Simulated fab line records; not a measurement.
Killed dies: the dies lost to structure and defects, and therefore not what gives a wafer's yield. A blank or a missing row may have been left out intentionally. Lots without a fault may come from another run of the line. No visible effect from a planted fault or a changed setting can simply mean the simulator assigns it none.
Commonality check across tools :: flow n5Finfet :: 8 lots, 23 wafers sampled

== WHAT PROMPTED THE OPENING ==
Flagged at N5_BEOL_M0_CUTY_INSPECT_59: reading rawDefectCount, on 3 of 8 lots. No-fault wafers: 2.1, standard deviation 1.4.
Rule: a lot is flagged when every wafer of it that has a number lies more than 4 standard deviations from that mean, or none has a number. All remaining lots are regarded as sound.

lot: L793
measured: day 6 04:09
on: defectInspect-01
rawDefectCount, wafer by wafer: 3 2 2
flag: 

lot: L799
measured: day 7 16:19
on: defectInspect-01
rawDefectCount, wafer by wafer: >300 >300 293
flag: FLAGGED

lot: L800
measured: day 7 19:18
on: defectInspect-01
rawDefectCount, wafer by wafer: >300 >300 >300
flag: FLAGGED

lot: L802
measured: day 8 14:27
on: defectInspect-01
rawDefectCount, wafer by wafer: 295 295 >300
flag: FLAGGED

lot: L804
measured: day 10 00:25
on: defectInspect-02
rawDefectCount, wafer by wafer: 4 0 1
flag: 

lot: L807
measured: day 10 08:17
on: defectInspect-02
rawDefectCount, wafer by wafer: 5 1 3
flag: 

lot: L811
measured: day 11 13:40
on: defectInspect-01
rawDefectCount, wafer by wafer: 3 4 3
flag: 

lot: L814
measured: day 12 03:08
on: defectInspect-02
rawDefectCount, wafer by wafer: 0 5
flag: 
On average the flagged lots read 294.3, which is +292.2 against the usual, or +99 or more standard deviations.

== TOOL THAT RAN EACH LOT ==
The record holds 4 process steps before the reading, out of a route of 1938 steps. Every cell lists first the tool, next ch and the chambers used by the sampled wafers, and last the start.
lot: L793
flag: 
N5_BEOL_M0_SAQP_ETCH_106: rieDiel-01 ch 1,2, day 6 01:19
N5_BEOL_M0_SAQP_SPACER2_ALD_26: aldSin-01 ch 1,2,3, day 6 01:37
N5_BEOL_M0_SAQP_SPACER2_ETCHBACK_27: rieDiel-02 ch 2,3, day 6 02:10
N5_BEOL_M0_SAQP_ETCH_88: rieDiel-02 ch 2,3, day 6 02:49

lot: L799
flag: FLAGGED
N5_BEOL_M0_SAQP_ETCH_106: rieDiel-02 ch 0,3, day 7 13:02
N5_BEOL_M0_SAQP_SPACER2_ALD_26: aldSin-04 ch 1,2, day 7 13:21
N5_BEOL_M0_SAQP_SPACER2_ETCHBACK_27: rieDiel-02 ch 0,1,3, day 7 13:56
N5_BEOL_M0_SAQP_ETCH_88: rieDiel-02 ch 0,3, day 7 14:44

lot: L800
flag: FLAGGED
N5_BEOL_M0_SAQP_ETCH_106: rieDiel-02 ch 0,3, day 7 16:28
N5_BEOL_M0_SAQP_SPACER2_ALD_26: aldSin-04 ch 0,2,3, day 7 16:46
N5_BEOL_M0_SAQP_SPACER2_ETCHBACK_27: rieDiel-02 ch 0,1,3, day 7 17:19
N5_BEOL_M0_SAQP_ETCH_88: rieDiel-01 ch 0,1, day 7 17:58

lot: L802
flag: FLAGGED
N5_BEOL_M0_SAQP_ETCH_106: rieDiel-02 ch 0,1,2, day 8 11:24
N5_BEOL_M0_SAQP_SPACER2_ALD_26: aldSin-04 ch 1,2,3, day 8 11:42
N5_BEOL_M0_SAQP_SPACER2_ETCHBACK_27: rieDiel-02 ch 2,3, day 8 12:27
N5_BEOL_M0_SAQP_ETCH_88: rieDiel-03 ch 0,1,3, day 8 13:07

lot: L804
flag: 
N5_BEOL_M0_SAQP_ETCH_106: rieDiel-03 ch 0,2,3, day 9 20:47
N5_BEOL_M0_SAQP_SPACER2_ALD_26: aldSin-01 ch 1,2,3, day 9 21:24
N5_BEOL_M0_SAQP_SPACER2_ETCHBACK_27: rieDiel-02 ch 1,2,3, day 9 22:02
N5_BEOL_M0_SAQP_ETCH_88: rieDiel-01 ch 0,1,2, day 9 22:49

lot: L807
flag: 
N5_BEOL_M0_SAQP_ETCH_106: rieDiel-03 ch 0,1,2, day 10 05:11
N5_BEOL_M0_SAQP_SPACER2_ALD_26: aldSin-01 ch 0,2, day 10 05:38
N5_BEOL_M0_SAQP_SPACER2_ETCHBACK_27: rieDiel-03 ch 0,1,3, day 10 06:14
N5_BEOL_M0_SAQP_ETCH_88: rieDiel-01 ch 0,1,3, day 10 06:53

lot: L811
flag: 
N5_BEOL_M0_SAQP_ETCH_106: rieDiel-01 ch 0,1,2, day 11 10:22
N5_BEOL_M0_SAQP_SPACER2_ALD_26: aldSin-02 ch 1,2,3, day 11 10:51
N5_BEOL_M0_SAQP_SPACER2_ETCHBACK_27: rieDiel-02 ch 0,1,2, day 11 11:28
N5_BEOL_M0_SAQP_ETCH_88: rieDiel-03 ch 0,1,2, day 11 12:15

lot: L814
flag: 
N5_BEOL_M0_SAQP_ETCH_106: rieDiel-01 ch 0,1, day 12 00:01
N5_BEOL_M0_SAQP_SPACER2_ALD_26: aldSin-02 ch 1,2, day 12 00:19
N5_BEOL_M0_SAQP_SPACER2_ETCHBACK_27: rieDiel-02 ch 2,3, day 12 00:52
N5_BEOL_M0_SAQP_ETCH_88: rieDiel-03 ch 0,2, day 12 01:40
What these steps do:
- N5_BEOL_M0_SAQP_ETCH_106: etches SOC in N2/H2, stops on SiNx, target depth 150 nm.
- N5_BEOL_M0_SAQP_SPACER2_ALD_26: deposits SiO2, target thk 15 nm, pulse time 1 s, purge time 2 s.
- N5_BEOL_M0_SAQP_SPACER2_ETCHBACK_27: etches SiO2 in CHF3/O2, target depth 22.5 nm, time 11.25 s.
- N5_BEOL_M0_SAQP_ETCH_88: etches underlayer in N2/H2, target depth 6.5 nm, time 5.2 s.
- N5_BEOL_M0_CUTY_INSPECT_59: inspects for defects (macro).

== FLAGGED AGAINST TOTAL, ONE TOOL AT A TIME (gauges that did the reading follow at the end) ==
step: N5_BEOL_M0_SAQP_ETCH_106
tool: rieDiel-01
lots run: 3
flagged: 0
share of the flagged lots: none
sound lots run after its first flagged lot: -

step: N5_BEOL_M0_SAQP_ETCH_106
tool: rieDiel-02
lots run: 3
flagged: 3
share of the flagged lots: all
sound lots run after its first flagged lot: 0

step: N5_BEOL_M0_SAQP_ETCH_106
tool: rieDiel-03
lots run: 2
flagged: 0
share of the flagged lots: none
sound lots run after its first flagged lot: -

step: N5_BEOL_M0_SAQP_SPACER2_ALD_26
tool: aldSin-01
lots run: 3
flagged: 0
share of the flagged lots: none
sound lots run after its first flagged lot: -

step: N5_BEOL_M0_SAQP_SPACER2_ALD_26
tool: aldSin-02
lots run: 2
flagged: 0
share of the flagged lots: none
sound lots run after its first flagged lot: -

step: N5_BEOL_M0_SAQP_SPACER2_ALD_26
tool: aldSin-04
lots run: 3
flagged: 3
share of the flagged lots: all
sound lots run after its first flagged lot: 0

step: N5_BEOL_M0_SAQP_SPACER2_ETCHBACK_27
tool: rieDiel-02
lots run: 7
flagged: 3
share of the flagged lots: all
sound lots run after its first flagged lot: 3 (L804,L811,L814)

step: N5_BEOL_M0_SAQP_SPACER2_ETCHBACK_27
tool: rieDiel-03
lots run: 1
flagged: 0
share of the flagged lots: none
sound lots run after its first flagged lot: -

step: N5_BEOL_M0_SAQP_ETCH_88
tool: rieDiel-01
lots run: 3
flagged: 1
share of the flagged lots: some
sound lots run after its first flagged lot: 2 (L804,L807)

step: N5_BEOL_M0_SAQP_ETCH_88
tool: rieDiel-02
lots run: 2
flagged: 1
share of the flagged lots: some
sound lots run after its first flagged lot: 0

step: N5_BEOL_M0_SAQP_ETCH_88
tool: rieDiel-03
lots run: 3
flagged: 1
share of the flagged lots: some
sound lots run after its first flagged lot: 2 (L811,L814)

step: N5_BEOL_M0_CUTY_INSPECT_59
tool: defectInspect-01
lots run: 5
flagged: 3
share of the flagged lots: all
sound lots run after its first flagged lot: 1 (L811)

step: N5_BEOL_M0_CUTY_INSPECT_59
tool: defectInspect-02
lots run: 3
flagged: 0
share of the flagged lots: none
sound lots run after its first flagged lot: -

== WHAT THE TABLE ALLOWS ==
4 rows of the table ran every flagged lot: rieDiel-02 at N5_BEOL_M0_SAQP_ETCH_106, aldSin-04 at N5_BEOL_M0_SAQP_SPACER2_ALD_26, rieDiel-02 at N5_BEOL_M0_SAQP_SPACER2_ETCHBACK_27, defectInspect-01 at N5_BEOL_M0_CUTY_INSPECT_59.
- rieDiel-02 at N5_BEOL_M0_SAQP_ETCH_106: 3 of its 3 lots flagged. With no sound lot run before its first flagged lot in this sample, there is nothing to narrow down the start.
- aldSin-04 at N5_BEOL_M0_SAQP_SPACER2_ALD_26: 3 of its 3 lots flagged. With no sound lot run before its first flagged lot in this sample, there is nothing to narrow down the start.
- rieDiel-02 at N5_BEOL_M0_SAQP_SPACER2_ETCHBACK_27: 3 of its 7 lots flagged. Sound lots followed the first flagged one (L804, L811, L814) on it, something a lasting fault affecting the whole tool could not allow.
- defectInspect-01 at N5_BEOL_M0_CUTY_INSPECT_59: 3 of its 5 lots flagged. Sound lots followed the first flagged one (L811) on it, something a lasting fault affecting the whole tool could not allow.
Because each of these 2 tools fits a fault that began at some hour, counting lots does not separate them. More lots, or a look at what each step does to the wafer, might.

== WHAT THE SIMULATOR PUT IN ==
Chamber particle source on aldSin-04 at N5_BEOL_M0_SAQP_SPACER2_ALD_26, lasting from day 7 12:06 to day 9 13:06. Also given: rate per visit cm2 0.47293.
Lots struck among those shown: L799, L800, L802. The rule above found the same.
